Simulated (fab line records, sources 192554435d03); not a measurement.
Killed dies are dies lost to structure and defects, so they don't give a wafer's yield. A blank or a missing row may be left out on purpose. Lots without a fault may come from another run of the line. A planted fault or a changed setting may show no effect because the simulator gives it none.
fab line records | flow n5_finfet
record lots=7 wafers=21
route steps=1938 shown BEOL_M5@1154 BEOL_M9@1407
start_h: hours from the record's first day to the start of the lot's first wafer shown | wait_h: hours since the lot's step before | " the same as in the row above | L1.1+2: a row that stands for several wafers | - no value, or no start given | * or withheld: withheld | < > ~ a bound
route shown NAME@n: a module of which the file shows steps, and the number in the route of the first | usual: mean/standard deviation of fault-free wafers | same: alike in all rows | chamber/n: place in a boat | sites: the reading at each site | _std_site: their standard deviation | _edge_site: outer sites' mean less inner sites' | radius_mm: how far each site lies from the wafer's centre | mask NAME#n: copy n | behind: the tool/chamber that last shaped the wafer | hold: why the lot was held/for how many hours/how that ended | device: the transistor (n, p or np) that didn't switch | end of line: the same wafers' tests at the end of the route | a step without rows: its recipe alone | killed: dies lost to structure and defects at the first sort, not the wafer's yield | map: a wafer's dies, x killed, . not, _ none there
set.NAME: the setting as run; set.NAME@STEP: as run at that earlier step | model.NAME: the simulator's own value behind a step, which no gauge read
lots whose settings were changed on purpose; a table a step, a row a wafer
## steps
# step N5_BEOL_M5_ETCH_68
# recipe chemistry=N2/H2 target=SOC target_depth_a=800 overetch_a=160 mask_material=SiARC temp_c=40 time_s=120 ion_energy_ev=200 pressure_mtorr=30 source_w=840 bias_w=150 n2_flow_sccm=200 h2_flow_sccm=200
# usual rf_vpp_V=523.9/2.1
# columns lot.wafer tool chamber start_h wait_h set.bias_w rf_vpp_V model.SiARC_of_BEOL_M5_COAT_66.thk_nm
L081.2 rie_diel-04 0 219.74 0.0 160.4 547.0 5.6
L081.3 " 1 " " 150 523.8 6.6
L081.4 " 2 " " 160.4 542.8 5.8
L082.1 rie_diel-04 3 228.09 0.0 175.5 576.0 5.4
L082.4 " 1 " " 150 523.8 6.6
L082.5 " 3 " " 150 523.5 6.6
L083.1 rie_diel-04 0 232.69 0.0 150 522.0 6
L083.4 " 1 " " 150 524.1 6.8
L083.6 " 0 " " 150 523.0 6.2
L089.2 rie_diel-05 0 275.49 0.0 150 525.7 6.4
L089.3 " 3 " " 150 524.0 6.4
L089.6 " 2 " " 150 523.1 6.8
L092.4 rie_diel-04 2 289.97 0.0 150 529.3 6.2
L092.5 " 0 " " 129.2 474.7 7
L092.6 " 1 " " 129.2 476.3 7.8
L094.2 rie_diel-05 1 309.97 0.0 150 524.2 6.8
L094.4 " 3 " " 150 522.6 6.2
L094.6 " 0 " " 150 525.7 6.4
L093.1 rie_diel-03 0 321.52 0.0 150 521.4 6.6
L093.3 " 3 " " 176.1 580.8 4.8
L093.5 " 1 " " 150 521.8 6.4
# step N5_BEOL_M5_TRENCH_ETCH_37
# recipe chemistry=C4F6/O2 target_depth_a=716.52 target=SiCOH_lowk time_s=24.7 ion_energy_ev=250 pressure_mtorr=30 source_w=345 bias_w=185 Ar_flow_sccm=300 C4F6_flow_sccm=10 O2_flow_sccm=10
# columns lot.wafer tool chamber start_h wait_h set.time_s model.etch.depth_nm model.BEOL_M5.feature_depth_nm
L081.2 rie_diel-04 0 - - 19.37 57.36 57.4
L081.3 " 1 " " 19.37 55.45 55.4
L081.4 " 2 " " 24.7 72.63 72.6
L082.1 rie_diel-04 3 - - 24.7 69.52 69.6
L082.4 " 1 " " 24.7 69.92 70
L082.5 " 3 " " 24.7 70.37 70.4
L083.1 rie_diel-04 0 - - 24.7 72.03 72
L083.4 " 1 " " 24.7 70.64 70.6
L083.6 " 0 " " 24.7 72.29 72.2
L089.2 rie_diel-05 0 - - 28.5 81.77 81.8
L089.3 " 3 " " 24.7 70.8 70.8
L089.6 " 2 " " 24.7 70 70
L092.4 rie_diel-04 2 - - 24.7 73.04 73
L092.5 " 0 " " 24.7 73.05 73
L092.6 " 1 " " 24.7 69.33 69.4
L094.2 rie_diel-05 1 - - 24.7 67.41 67.4
L094.4 " 3 " " 24.7 69.82 69.8
L094.6 " 0 " " 29.36 83.3 83.4
L093.1 rie_diel-03 0 - - 24.7 70.83 70.8
L093.3 " 3 " " 24.7 73.61 73.6
L093.5 " 1 " " 23.12 66.43 66.4
# step N5_BEOL_M5_ETCH_41
# recipe chemistry=CH3F/O2 target=SiCN target_depth_a=315 taper_deg=2 time_s=56.7 ion_energy_ev=120 mask_material=TiN pressure_mtorr=30 source_w=395 bias_w=75 Ar_flow_sccm=150 CH3F_flow_sccm=30 O2_flow_sccm=20
# step N5_BEOL_M5_STRIP_91
# recipe chemistry=N2/H2 time_s=10 power_w=450 temp_c=40 pressure_mtorr=20 rf_frequency_hz=6e+07 bias_power_w=7 n2_flow_sccm=200 h2_flow_sccm=200
# step N5_BEOL_M5_OCD_MEAS_38
# usual trench_depth_nm=71.5/1.6
# columns lot.wafer tool chamber start_h wait_h set.time_s@BEOL_M5_TRENCH_ETCH_37 trench_depth_nm
L081.2 ocd-02 - 220.08 - 19.37 56.8
L081.3 " - " " 19.37 55.4
L081.4 " - " " 24.7 72.3
L082.1 ocd-02 - 228.43 - 24.7 69.6
L082.4 " - " " 24.7 70.3
L082.5 " - " " 24.7 70.8
L083.1 ocd-01 - 233.03 - 24.7 72.0
L083.4 " - " " 24.7 71.0
L083.6 " - " " 24.7 72.2
L089.2 ocd-02 - 275.83 - 28.5 81.7
L089.3 " - " " 24.7 70.9
L089.6 " - " " 24.7 69.7
L092.4 ocd-01 - 290.28 - 24.7 73.3
L092.5 " - " " 24.7 73.2
L092.6 " - " " 24.7 69.6
L094.2 ocd-01 - 310.31 - 24.7 67.3
L094.4 " - " " 24.7 69.7
L094.6 " - " " 29.36 83.4
L093.1 ocd-01 - 321.86 - 24.7 70.9
L093.3 " - " " 24.7 73.3
L093.5 " - " " 23.12 66.6
# step N5_BEOL_M5_SPUTTER_90
# recipe material=Cu target_thk_a=45 temp_c=-20 chamber_pressure_pa=0.07 power_w=withheld time_s=8.29
# columns lot.wafer tool chamber start_h wait_h set.time_s
L081.2+4 pvd_sputter-02 - 227.21 0.5 9.002
L081.3 " - " " 8.29
L082.1 pvd_sputter-01 - 234.25 0.5 8.29
L082.4+5 " - " " 8.943
L083.1+4+6 pvd_sputter-01 - 238.92 0.5 8.29
L089.2 pvd_sputter-01 - 281.32 0.5 8.29
L089.3+6 " - " " 9.278
L092.4+5+6 pvd_sputter-03 - 296.29 0.5 8.29
L094.2 pvd_sputter-01 - 316.11 0.5 8.29
L094.4+6 " - " " 9.239
L093.1+3+5 pvd_sputter-02 - 328.50 0.5 8.29
# step N5_BEOL_M5_ECD_50
# recipe material=Cu target_thk_a=3000
# step N5_BEOL_M5_ANNEAL_51
# recipe temp_c=225 time_s=90 ambient=N2
# step N5_BEOL_M5_PRE_CLEAN_55
# recipe gas=NH3 time_s=15 temp_c=withheld rf_power_w=300
# step N5_BEOL_M5_DEP_56
# recipe material=SiCN target_thk_a=80 temp_c=withheld precursor=3MS/NH3 pressure_torr=3 rf_w=202 time_s=14
# step N5_BEOL_M5_RS_MEAS_57
# recipe thk_meas_gauge=four-point-probe reads=Co_of_BEOL_M5_CO_CAP_78+Cu_of_BEOL_M5_ECD_50+Co_of_BEOL_M5_CVD_47+TaN_of_BEOL_M5_ALD_86
# usual M5_RS=0.389/0.015
# columns lot.wafer tool chamber start_h wait_h set.time_s@BEOL_M5_TRENCH_ETCH_37 M5_RS[ohm/sq]
L081.2 film_metro-02 - 228.30 0.1 19.37 0.498
L081.3 " - " " 19.37 0.580
L081.4 " - " " 24.7 0.383
L082.1 film_metro-01 - 235.53 0.0 24.7 0.401
L082.4 " - " " 24.7 0.400
L082.5 " - " " 24.7 0.401
L083.1 film_metro-01 - 239.99 0.0 24.7 0.381
L083.4 " - " " 24.7 0.403
L083.6 " - " " 24.7 0.372
L089.2 film_metro-02 - 282.42 0.1 28.5 0.321
L089.3 " - " " 24.7 0.386
L089.6 " - " " 24.7 0.395
L092.4 film_metro-01 - 297.95 0.1 24.7 0.383
L092.5 " - " " 24.7 0.369
L092.6 " - " " 24.7 0.410
L094.2 film_metro-01 - 317.16 0.1 24.7 0.412
L094.4 " - " " 24.7 0.395
L094.6 " - " " 29.36 0.315
L093.1 film_metro-02 - 329.59 0.1 24.7 0.393
L093.3 " - " " 24.7 0.362
L093.5 " - " " 23.12 0.419
# step N5_BEOL_M9_COAT_60
# recipe resist=SiARC temp_c=220 time_s=60 spin_rpm=1500 resist_thk_nm=30
# columns lot.wafer tool chamber start_h wait_h set.spin_rpm model.SiARC_of_BEOL_M9_COAT_60.thk_nm
L081.2+3 litho_track-03 0 - - 1500 30
L081.4 " 0 " " 1654 28.6
L082.1+4+5 litho_track-01 0 - - 1500 30
L083.1+4+6 litho_track-01 0 - - 1500 30
L089.2+3+6 litho_track-01 0 - - 1500 30.2
L092.4+5 litho_track-01 0 - - 1590 29.2
L092.6 " 0 " " 1500 30
L094.2+6 litho_track-04 0 - - 1596 29
L094.4 " 0 " " 1500 30
L093.1 litho_track-03 0 - - 1500 30.2
L093.3+5 " 0 " " 1500 30
# step N5_BEOL_M9_COAT_05
# recipe resist=CAR-ArF spin_rpm=1500 resist_thk_nm=90
# step N5_BEOL_M9_EBR_07
# recipe solvent=PGMEA ebr_width_mm=1.5
# step N5_BEOL_M9_DESCUM_16
# recipe chemistry=O2 time_s=7.9 source_power_w=50 bias_power_w=20 pressure_mtorr=20 rf_frequency_hz=2.712e+07 temp_c=40 resist=CAR-ArF o2_flow_sccm=225
# step N5_BEOL_M9_ETCH_61
# recipe chemistry=CF4 target=SiARC target_depth_a=390 mask_material=CAR-ArF time_s=65 ion_energy_ev=80 pressure_mtorr=40 source_w=545 bias_w=36 Ar_flow_sccm=100 cf4_flow_sccm=100 ends=cleared
# columns lot.wafer tool chamber start_h wait_h set.spin_rpm@BEOL_M9_COAT_60 model.etch.depth_nm model.CAR-ArF_of_BEOL_M9_COAT_05.thk_nm
L081.2 rie_diel-05 2 258.44 0.0 1500 29.91 55.4
L081.3 " 3 " " 1500 29.97 55.4
L081.4 " 2 " " 1654 28.52 57
L082.1 rie_diel-05 2 266.91 0.0 1500 30.04 55.6
L082.4 " 3 " " 1500 30.04 55.8
L082.5 " 0 " " 1500 30.02 55.8
L083.1 rie_diel-05 3 272.71 0.0 1500 30.09 56
L083.4 " 2 " " 1500 29.96 56.4
L083.6 " 3 " " 1500 30 56.4
L089.2 rie_diel-05 3 310.93 0.0 1500 30.2 55
L089.3 " 2 " " 1500 30.19 55.4
L089.6 " 1 " " 1500 30.17 55.2
L092.4 rie_diel-03 3 326.19 0.0 1590 29.16 56.2
L092.5 " 1 " " 1590 29.17 56.2
L092.6 " 0 " " 1500 30.07 55.4
L094.2 rie_diel-05 2 347.23 0.0 1596 29.03 56.4
L094.4 " 1 " " 1500 29.91 55.8
L094.6 " 0 " " 1596 29.04 56.4
L093.1 rie_diel-03 3 359.30 0.0 1500 30.11 55.6
L093.3 " 0 " " 1500 30.07 55.4
L093.5 " 1 " " 1500 29.95 55.6
# step N5_BEOL_M9_ETCH_62
# recipe chemistry=N2/H2 target=SOC target_depth_a=1100 overetch_a=220 mask_material=SiARC temp_c=40 time_s=165 ion_energy_ev=200 pressure_mtorr=30 source_w=840 bias_w=150 n2_flow_sccm=200 h2_flow_sccm=200
# columns lot.wafer tool chamber start_h wait_h set.time_s
L081.2+3+4 rie_diel-05 2,3,2 258.49 0.0 165
L082.1+4 rie_diel-05 2,3 266.96 0.0 179
L082.5 " 0 " " 165
L083.1+4+6 rie_diel-05 3,2,3 272.76 0.0 165
L089.2+6 rie_diel-05 3,1 310.98 0.0 165
L089.3 " 2 " " 153.3
L092.4 rie_diel-03 3 326.29 0.1 201.6
L092.5+6 " 1,0 " " 165
L094.2+6 rie_diel-05 2,0 347.28 0.0 155.6
L094.4 " 1 " " 165
L093.1+5 rie_diel-03 3,1 359.35 0.0 165
L093.3 " 0 " " 128.4
# step N5_BEOL_M9_STRIP_68
# recipe chemistry=N2/H2 temp_c=40 n2_flow_sccm=200 h2_flow_sccm=200 rf_frequency_hz=6e+07
# step N5_BEOL_M9_STRIP_67
# recipe chemistry=CF4 resist=SiARC power_w=300 bias_power_w=75 pressure_mtorr=50 cf4_flow_sccm=150 rf_frequency_hz=6e+07
# step N5_BEOL_M9_HM_OPEN_17
# recipe chemistry=Cl2/BCl3 target_depth_a=200 overetch_a=60 target=TiN mask_material=SOC ion_energy_ev=150 pressure_mtorr=10 icp_w=1000 bias_w=126 Cl2_flow_sccm=53.25 bcl3_flow_sccm=21.75 Ar_flow_sccm=25
# columns lot.wafer tool chamber start_h wait_h set.time_s@BEOL_M9_ETCH_62 model.etch.depth_nm
L081.2 rie_metal-01 0 258.68 0.0 165 19.6
L081.3 " 0 " " 165 19.83
L081.4 " 1 " " 165 20.02
L082.1 rie_metal-01 0 267.15 0.0 179 18.68
L082.4 " 0 " " 179 18.46
L082.5 " 1 " " 165 19.83
L083.1+4 rie_metal-02 1,0 272.95 0.0 165 19.7
L083.6 " 0 " " 165 19.71
L089.2 rie_metal-01 1 311.17 0.0 165 20.27
L089.3 " 0 " " 153.3 19.87
L089.6 " 1 " " 165 19.98
L092.4 rie_metal-03 0 326.44 0.1 201.6 16.41
L092.5 " 1 " " 165 20.06
L092.6 " 0 " " 165 20.03
L094.2 rie_metal-03 0 347.46 0.0 155.6 19.7
L094.4 " 0 " " 165 19.63
L094.6 " 0 " " 155.6 19.65
L093.1 rie_metal-03 0 359.53 0.0 165 20.27
L093.3 " 1 " " 128.4 19.75
L093.5 " 0 " " 165 19.98
# step N5_BEOL_M9_EXPOSE_25
# recipe mask_id=V8 na=0.33 source_shape=annular sigma_inner=0.4 sigma_outer=0.8 polarization=unpolarized dose_mj=37.25
# columns lot.wafer tool chamber start_h wait_h mask set.dose_mj
L081.2+3 euv_scanner-01 0 260.75 - V8#0 38.17
L081.4 " 0 " " V8#0 37.25
L082.1+5 euv_scanner-02 0 267.65 - V8#0 37.25
L082.4 " 0 " " V8#0 39.98
L083.1+4+6 euv_scanner-01 0 275.10 - V8#0 37.25
L089.2 euv_scanner-02 0 311.86 - V8#0 37.25
L089.3+6 " 0 " " V8#0 35.04
L092.4+6 euv_scanner-01 0 328.54 - V8#0 36.07
L092.5 " 0 " " V8#0 37.25
L094.2+4 euv_scanner-01 0 349.13 - V8#0 35.85
L094.6 " 0 " " V8#0 37.25
L093.1+3+5 euv_scanner-01 0 361.21 - V8#0 37.25
# step N5_BEOL_M9_PEB_26
# recipe peb_temp_c=100 peb_time_s=60 resist=CAR-EUV
# step N5_BEOL_M9_DEVELOP_27
# recipe develop_time_s=30 developer=TMAH resist=CAR-EUV rinse_liquid=surfactant_rinse dry=air_spin dev_temp_c=23
# step N5_BEOL_M9_CD_MEAS_28
# recipe target_cd_nm=70 landing_energy_ev=500 detector=se_inlens polarity=opening
# usual cd_nm=69.94/0.28
# columns lot.wafer tool chamber start_h wait_h set.dose_mj@BEOL_M9_EXPOSE_25 cd_nm
L081.2 cd_sem-03 0 260.87 - 38.17 70.59
L081.3 " 0 " " 38.17 71.04
L081.4 " 0 " " 37.25 69.77
L082.1 cd_sem-02 0 267.78 - 37.25 69.68
L082.4 " 0 " " 39.98 71.49
L082.5 " 0 " " 37.25 69.67
L083.1 cd_sem-03 0 275.23 - 37.25 70.01
L083.4 " 0 " " 37.25 69.99
L083.6 " 0 " " 37.25 69.80
L089.2 cd_sem-01 0 311.98 - 37.25 70.02
L089.3 " 0 " " 35.04 67.99
L089.6 " 0 " " 35.04 68.29
L092.4 cd_sem-03 0 328.65 - 36.07 69.11
L092.5 " 0 " " 37.25 70.01
L092.6 " 0 " " 36.07 69.02
L094.2 cd_sem-01 0 349.26 - 35.85 69.15
L094.4 " 0 " " 35.85 68.85
L094.6 " 0 " " 37.25 69.89
L093.1 cd_sem-01 0 361.34 - 37.25 70.41
L093.3 " 0 " " 37.25 70.40
L093.5 " 0 " " 37.25 70.29
## key
split step=N5_BEOL_M5_ETCH_68 setting=bias_w stated=150 by=wafer
response step=N5_BEOL_M5_ETCH_68 reading=rf_vpp_V change=+3.38 per=1% r=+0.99
response step=N5_BEOL_M5_ETCH_68 reading=model.SiARC_of_BEOL_M5_COAT_66.thk_nm change=-0.0876 per=1% r=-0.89
split step=N5_BEOL_M5_TRENCH_ETCH_37 setting=time_s stated=24.7 by=wafer
response step=N5_BEOL_M5_TRENCH_ETCH_37 reading=model.etch.depth_nm change=+0.763 per=1% r=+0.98
response step=N5_BEOL_M5_TRENCH_ETCH_37 reading=model.BEOL_M5.feature_depth_nm change=+0.765 per=1% r=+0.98
response step=N5_BEOL_M5_OCD_MEAS_38 reading=trench_depth_nm change=+0.766 per=1% r=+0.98
response step=N5_BEOL_M5_RS_MEAS_57 reading=M5_RS change=-0.00582 per=1% r=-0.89
split step=N5_BEOL_M5_SPUTTER_90 setting=time_s stated=8.29 by=wafer
response none clear
split step=N5_BEOL_M9_COAT_60 setting=spin_rpm stated=1500 by=wafer
response step=N5_BEOL_M9_COAT_60 reading=model.SiARC_of_BEOL_M9_COAT_60.thk_nm change=-0.14 per=1% r=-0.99
response step=N5_BEOL_M9_ETCH_61 reading=model.etch.depth_nm change=-0.141 per=1% r=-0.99
response step=N5_BEOL_M9_ETCH_61 reading=model.CAR-ArF_of_BEOL_M9_COAT_05.thk_nm change=+0.137 per=1% r=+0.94
split step=N5_BEOL_M9_ETCH_62 setting=time_s stated=165 by=wafer
response step=N5_BEOL_M9_HM_OPEN_17 reading=model.etch.depth_nm shape=bent at_lowest=19.75 at_stated=19.9 at_highest=16.41
split step=N5_BEOL_M9_EXPOSE_25 setting=dose_mj stated=37.25 by=wafer
response step=N5_BEOL_M9_CD_MEAS_28 reading=cd_nm change=+0.28 per=1% r=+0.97
